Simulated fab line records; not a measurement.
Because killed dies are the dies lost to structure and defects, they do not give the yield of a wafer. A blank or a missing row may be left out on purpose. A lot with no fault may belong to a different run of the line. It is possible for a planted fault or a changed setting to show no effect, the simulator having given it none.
Chamber matching	flow n5 finfet	N5_BEOL_M6_CURE_75 on uv cure-03: 3 sister chambers
The step cures SiCOH lowk, time 120 s. 22 wafers are shown with their chamber, then 11 later ones without.

== WAFERS WITH THEIR CHAMBER ==
wafer	chamber	wafer_temp_C_max	lamp power pct (%)
L074.1	2	372.3	52.25
L074.2	2	372.5	52.41
L074.5	2	372.0	52.30
L078.2	1	372.3	52.32
L078.3	1	371.7	52.16
L078.6	1	371.7	52.37
L080.4	1	371.7	52.34
L080.5	1	371.5	52.36
L080.6	1	372.2	52.26
L081.3	1	372.0	52.31
L081.4	1	371.6	52.31
L081.5	1	371.7	52.29
L083.2	1	370.9	52.35
L083.4	1	371.7	52.31
L083.6	1	371.4	52.25
L089.1	0	371.2	52.41
L089.3	0	371.1	52.30
L089.4	0	371.2	52.25
L088.1	0	371.4	52.32
L088.4	0	370.7	52.30
L088.5	0	371.3	52.29
L092.2	0	372.3	52.29

SIGNATURES (means of the wafers above)
reading	chamber 0	chamber 1	chamber 2	scatter within a chamber
wafer_temp_C_max	371.314	371.700	372.267	0.4
lamp power pct	52.3086	52.3025	52.3200	0.0585
Rule: for a wafer and a chamber, the distance is found by dividing, reading by reading, the gap between the wafer's reading and the chamber's mean by the reading's scatter, squaring, summing and taking the root. If the next closest chamber is less than 2 further off than the closest, the wafer can't be placed; otherwise it belongs to the closest. The scatter: the root of (the sum of the squares of (reading less its chamber's mean) over the shown wafers, divided by (wafers less chambers)).

== WAFERS WHOSE CHAMBER IS MISSING ==
wafer	wafer_temp_C_max	lamp power pct (%)
L092.4	371.5	52.26
L092.6	371.5	52.29
L091.1	372.4	52.33
L091.4	372.4	52.30
L091.5	371.9	52.22
L094.1	371.7	52.35
L094.2	371.9	52.31
L094.6	371.4	52.25
L095.3	371.8	52.37
L095.5	371.4	52.32
L095.6	371.9	52.32

== THE CHAMBER EACH PASSED THROUGH ==
wafer	from the rows above	in truth
L092.4	can't be placed: 1 or 0 or 2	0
L092.6	can't be placed: 1 or 0 or 2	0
L091.1	can't be placed: 2 or 1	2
L091.4	can't be placed: 2 or 1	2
L091.5	can't be placed: 1 or 2 or 0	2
L094.1	can't be placed: 1 or 0 or 2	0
L094.2	can't be placed: 1 or 2 or 0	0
L094.6	can't be placed: 0 or 1 or 2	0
L095.3	can't be placed: 1 or 2 or 0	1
L095.5	can't be placed: 0 or 1 or 2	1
L095.6	can't be placed: 1 or 2 or 0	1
Correctly placed: 0 of 11. Unplaceable from these rows: 11, with the true chamber sitting among the candidates in 11. Number placed wrongly: 0.
